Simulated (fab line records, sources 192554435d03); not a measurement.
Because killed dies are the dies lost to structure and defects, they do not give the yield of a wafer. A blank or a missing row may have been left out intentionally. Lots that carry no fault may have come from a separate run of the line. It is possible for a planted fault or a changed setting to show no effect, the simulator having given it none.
A lot that was struck, set against a sound lot    flow n5Finfet    14 steps out of a route of 1938
Sound: these wafers, L802.1, L802.2, L802.6. Struck: wafer L814.3 (left out: L814.6, a lot-mate that was not struck); the cause follows at the end.
Per side, at each step with rows, come the tool, then ch with its chambers, and then its first start. Under that, the readings that differ: sound wafers    struck wafers    difference of the means    sigmas: that difference in standard deviations of wafers without a fault.
alike: words and numbers the same on both sides, and readings whose means are apart by under 2 such deviations; not compared: readings that were withheld, readings missing a value for some wafer, numbers with overlapping values and no deviation given by the record, and bounds like >300 which may hide the same value.
Wherever a step has rows on one side only, a row that says differs or no value, or a row with sigmas, the two part there. Non-overlapping numbers with no deviation appear without sigmas and do not part them. A reading missing from all wafers of one side parts the sides only when that side holds two or more wafers.

first, 4 steps without rows for these wafers: N5_BEOL_M10_SOFTBAKE_06 (time 60 s); N5_BEOL_M10_EXPOSE_08 (exposes mask M10); N5_BEOL_M10_PEB_09 (peb time 60 s); N5_BEOL_M10_DEVELOP_10 (develop time 30 s).
N5_BEOL_M10_CD_MEAS_11: the cd target is 64.1 nm.
  sound on cdSem-03 ch 0, day 12 02:53; struck on cdSem-01 ch 0, day 15 04:33
  alike: cdNm
N5_BEOL_M10_OVL_MEAS_12:
  sound on overlay-01 ch 0, day 12 02:55; struck on overlay-02 ch 0, day 15 04:34
  alike: M10_OVL
N5_BEOL_M10_INSPECT_13: inspects for defects (brightfield).
  sound on defectInspect-01, day 12 02:56; struck on defectInspect-02, day 15 04:36
  alike: rawDefectCount
N5_BEOL_M10_DESCUM_16: chemistry O2, time 7.9 s.
  sound on rieDiel-01 ch 0,1, day 12 02:58; struck on rieDiel-05 ch 0, day 15 04:38
reading               sound              struck  difference  sigmas
rfVppV (V)            244.9 245.1 245.1  242.0   -3.0        -2
throttleValvePct (%)  20.53 20.19 20.20  20.86   +0.55       +3
  alike: drypumpMotorCurrentA, oesProductAu, showerheadPlenumPTorr
  not compared: rfHoursCounterH
N5_BEOL_M10_ETCH_61: etches SiARC in CF4, target depth 39 nm, time 65 s.
  sound on rieDiel-01 ch 0,1, day 12 03:00; struck on rieDiel-05 ch 0, day 15 04:40
reading               sound              struck  difference  sigmas
throttleValvePct (%)  15.50 15.46 15.47  15.82   +0.34       +2
  alike: biasW, drypumpMotorCurrentA, etchRfOnTimeS, oesProductAu, rfVppV, showerheadPlenumPTorr
  not compared: rfHoursCounterH
N5_BEOL_M10_ETCH_62: etches SOC in N2/H2, target depth 110 nm, overetch 22 nm, time 165 s.
  sound on rieDiel-01 ch 0,1, day 12 03:03; struck on rieDiel-05 ch 0, day 15 04:43
reading               sound              struck  difference  sigmas
throttleValvePct (%)  17.77 17.82 17.83  18.01   +0.20       +2
  alike: biasW, drypumpMotorCurrentA, oesProductAu, rfVppV, showerheadPlenumPTorr
  not compared: rfHoursCounterH
then, 1 step without rows for these wafers: N5_BEOL_M10_STRIP_68 (strips in N2/H2).
N5_BEOL_M10_STRIP_67: strips in CF4.
  sound on rieDiel-01 ch 0,1, day 12 03:12; struck on rieDiel-05 ch 0, day 15 04:52
  alike: drypumpMotorCurrentA, oesProductAu, powerW, rfVppV, showerheadPlenumPTorr, throttleValvePct
  not compared: rfHoursCounterH
N5_BEOL_M10_HM_OPEN_17: chemistry Cl2/BCl3, target TiN, target depth 20 nm, overetch 6 nm.
  sound on rieMetal-03 ch 0,1, day 12 03:14; struck on rieMetal-03 ch 1, day 15 04:56
reading                                   sound           struck  difference  sigmas
model.SOC_of_BEOL_M10_COAT_59.thkNm (nm)  91.6 91.4 91.4  89.4    -2.1        
  alike: biasW, drypumpMotorCurrentA, oesProductAu, throttleValvePct
  not compared: rfHoursCounterH
N5_BEOL_M10_STRIP_19: strips in O2.
  sound on rieDiel-05 ch 1,2,3, day 12 03:21; struck on rieDiel-05 ch 1, day 15 05:01
  alike: drypumpMotorCurrentA, oesProductAu, rfVppV, showerheadPlenumPTorr, throttleValvePct
  not compared: rfHoursCounterH

WHERE THEY PART
Last at N5_BEOL_M10_ETCH_62 as far as this record goes, first at N5_BEOL_M10_DESCUM_16. Later steps at which nothing parts them and some readings are alike: N5_BEOL_M10_STRIP_67, N5_BEOL_M10_HM_OPEN_17, N5_BEOL_M10_STRIP_19.

WHY: what had been put in by the simulator
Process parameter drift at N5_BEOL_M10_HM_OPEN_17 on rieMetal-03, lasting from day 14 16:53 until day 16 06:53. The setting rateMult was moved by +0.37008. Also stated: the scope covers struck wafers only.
